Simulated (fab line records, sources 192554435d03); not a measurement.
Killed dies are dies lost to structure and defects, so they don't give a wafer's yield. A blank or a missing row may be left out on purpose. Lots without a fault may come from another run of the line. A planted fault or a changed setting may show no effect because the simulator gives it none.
A struck lot beside a sound one | flow n5_finfet | 19 steps out of a route of 1938
Sound: wafers L133.1, L133.2, L133.3. Struck: wafers L145.3, L145.4, L145.5. The cause comes at the end.
At each step with rows: each side's tool, then ch and its chambers, then its first start. Under that, the readings that differ: sound wafers | struck wafers | difference of the means | sigmas: that difference in standard deviations of wafers without a fault.
alike: readings whose means differ by less than 2 such deviations, and words and numbers that are the same on both sides. not compared: withheld readings, readings that some wafer has no value for, bounds like >300 that may hide the same value, and numbers for which the record gives no deviation and whose values overlap.
The two part at a step that has a row with sigmas, a row that says differs or no value, or rows on one side only. Numbers that don't overlap but have no deviation are shown without sigmas and don't part them. A reading that every wafer of one side lacks parts them only if that side has two wafers or more.

first, 2 steps without rows for these wafers: N5_BEOL_M4_STRIP_65 (strips in N2/H2); N5_BEOL_M4_STRIP_75 (strips in N2/H2).
N5_BEOL_M4_STRIP_66: strips in CF4.
  sound on rie_diel-05 ch 0,1,3, day 7 11:42; struck on rie_diel-01 ch 0,1,3, day 10 14:44
  alike: bias_power_w, drypump_motor_current_A, oes_product_au, rf_vpp_V, showerhead_plenum_p_Torr, throttle_valve_pct
  not compared: rf_hours_counter_h
N5_BEOL_M4_HM_OPEN_17: chemistry Cl2/BCl3, target TiN, target depth 20 nm, overetch 6 nm.
  sound on rie_metal-01 ch 0,1, day 7 11:45; struck on rie_metal-03 ch 0,1, day 10 14:49
  alike: bcl3_flow_sccm, drypump_motor_current_A, oes_product_au, throttle_valve_pct
  not compared: rf_hours_counter_h
N5_BEOL_M4_STRIP_19: strips in O2.
  sound on rie_diel-01 ch 0,2,3, day 7 11:56; struck on rie_diel-05 ch 1,2, day 10 14:58
  reading                         | sound          | struck         | difference                    | sigmas
  rf_hours_counter_h (h)          | 1 201 8        | - - -          | no value on the struck wafers |
  showerhead_plenum_p_Torr (Torr) | 2.08 2.20 2.25 | 1.98 2.08 1.98 | -0.16                         | -2
  alike: drypump_motor_current_A, oes_product_au, rf_vpp_V, throttle_valve_pct
N5_BEOL_M4_CD_MEAS_18: pitch 36 nm, target cd 18 nm.
  sound on cd_sem-02, day 7 12:00; struck on cd_sem-02, day 10 15:03
  alike: cd_nm
then, 6 steps without rows for these wafers: N5_BEOL_M4_COAT_67 (time 60 s, resist thk 60 nm); N5_BEOL_M4_COAT_68 (time 60 s, resist thk 12 nm); N5_BEOL_M4_COAT_76 (time 60 s, resist thk 5 nm); N5_BEOL_M4_COAT_22 (resist thk 30 nm); N5_BEOL_M4_EBR_24; N5_BEOL_M4_SOFTBAKE_23 (time 60 s).
N5_BEOL_M4_EXPOSE_25: exposes mask V3, defocus 5 nm.
  sound on euv_scanner-01 ch 0, day 7 12:10; struck on euv_scanner-01 ch 0, day 10 15:14
  reading              | sound             | struck            | difference | sigmas
  exposure_dose_mJ_cm2 | 62.77 62.86 62.87 | 69.22 69.23 69.22 | +6.39      | +99 or more
  alike: mask
then, 2 steps without rows for these wafers: N5_BEOL_M4_PEB_26 (peb time 60 s); N5_BEOL_M4_DEVELOP_27 (develop time 30 s).
N5_BEOL_M4_CD_MEAS_28: target cd 26.2 nm, target cd y 24.1 nm.
  sound on cd_sem-01 ch 0, day 7 12:19; struck on cd_sem-01 ch 0, day 10 15:22
  reading    | sound             | struck            | difference | sigmas
  cd_nm (nm) | 26.30 25.88 26.00 | 18.48 14.81 25.66 | -6.41      | -28
N5_BEOL_M4_OVL_MEAS_29:
  sound on overlay-02 ch 0, day 7 12:21; struck on overlay-01 ch 0, day 10 15:25
  alike: V3_OVL
N5_BEOL_M4_RC_MEAS_101:
  the record has rows for the sound wafers here (prober-02 ch 0, day 7 22:50) and none for the struck ones
-- the record jumps here: 6 days lie between the struck wafers' starts before and after (it left off in module BEOL_M4 and takes up again in module PASSIVATION, whose first step shown is number 1936 of the route) --
N5_PASSIVATION_PROBE_49:
  the record has rows for the struck wafers here (prober-01, day 16 04:09) and none for the sound ones

WHERE THEY PART
First at N5_BEOL_M4_STRIP_19; last, within this record, at N5_PASSIVATION_PROBE_49.

WHY: what the simulator had put in
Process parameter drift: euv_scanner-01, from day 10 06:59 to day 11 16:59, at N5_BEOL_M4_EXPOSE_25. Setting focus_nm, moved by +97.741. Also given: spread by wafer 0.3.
